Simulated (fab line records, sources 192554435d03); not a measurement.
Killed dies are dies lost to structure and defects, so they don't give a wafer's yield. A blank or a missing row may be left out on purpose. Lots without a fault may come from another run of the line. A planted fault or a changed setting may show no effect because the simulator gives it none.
Chamber matching | flow n5_finfet | N5_BEOL_M2_ETCH_64 on rie_diel-02: 4 sister chambers
The step etches SOC in N2/H2, target depth 75 nm, overetch 22.5 nm, time 121.9 s. 8 wafers are shown with their chamber, then 10 later ones without.

WAFERS WITH THEIR CHAMBER
wafer  | chamber | showerhead_plenum_p_Torr (Torr) | throttle_valve_pct (%)
L083.1 | 0       | 2.44                            | 18.10
L086.1 | 1       | 2.58                            | 17.47
L086.4 | 3       | 2.57                            | 17.59
L084.1 | 0       | 2.43                            | 18.12
L084.5 | 1       | 2.58                            | 17.47
L084.6 | 2       | 2.64                            | 18.03
L089.3 | 3       | 2.56                            | 17.60
L089.4 | 2       | 2.64                            | 18.03

WAFERS WITHOUT THEIR CHAMBER
wafer  | showerhead_plenum_p_Torr (Torr) | throttle_valve_pct (%)
L089.5 | 2.43                            | 18.13
L091.1 | 2.56                            | 17.60
L091.3 | 2.63                            | 18.04
L091.4 | 2.58                            | 17.47
L094.4 | 2.56                            | 17.60
L094.5 | 2.43                            | 18.15
L094.6 | 2.56                            | 17.61
L097.4 | 2.57                            | 17.50
L097.5 | 2.42                            | 18.16
L097.6 | 2.56                            | 17.63

WHICH CHAMBER EACH WENT THROUGH
wafer  | from the rows above | in truth
L089.5 | 0                   | 0
L091.1 | 3                   | 3
L091.3 | 2                   | 2
L091.4 | 1                   | 1
L094.4 | 3                   | 3
L094.5 | 0                   | 0
L094.6 | 3                   | 3
L097.4 | 1                   | 1
L097.5 | 0                   | 0
L097.6 | 3                   | 3
Placed correctly: 10 of 10. Can't be placed from these rows: 0. Placed wrongly: 0.
How it was worked out, from the rows above alone: a wafer's distance from a chamber is the root of the sum, over the readings, of the square of ((its reading less the chamber's mean) divided by the reading's scatter). The wafer belongs to the nearest chamber; if the next one is less than 2 further off, it can't be placed. A chamber's mean is the mean of its shown wafers. The scatter: the root of (the sum of the squares of (reading less its chamber's mean) over the shown wafers, divided by (wafers less chambers)).
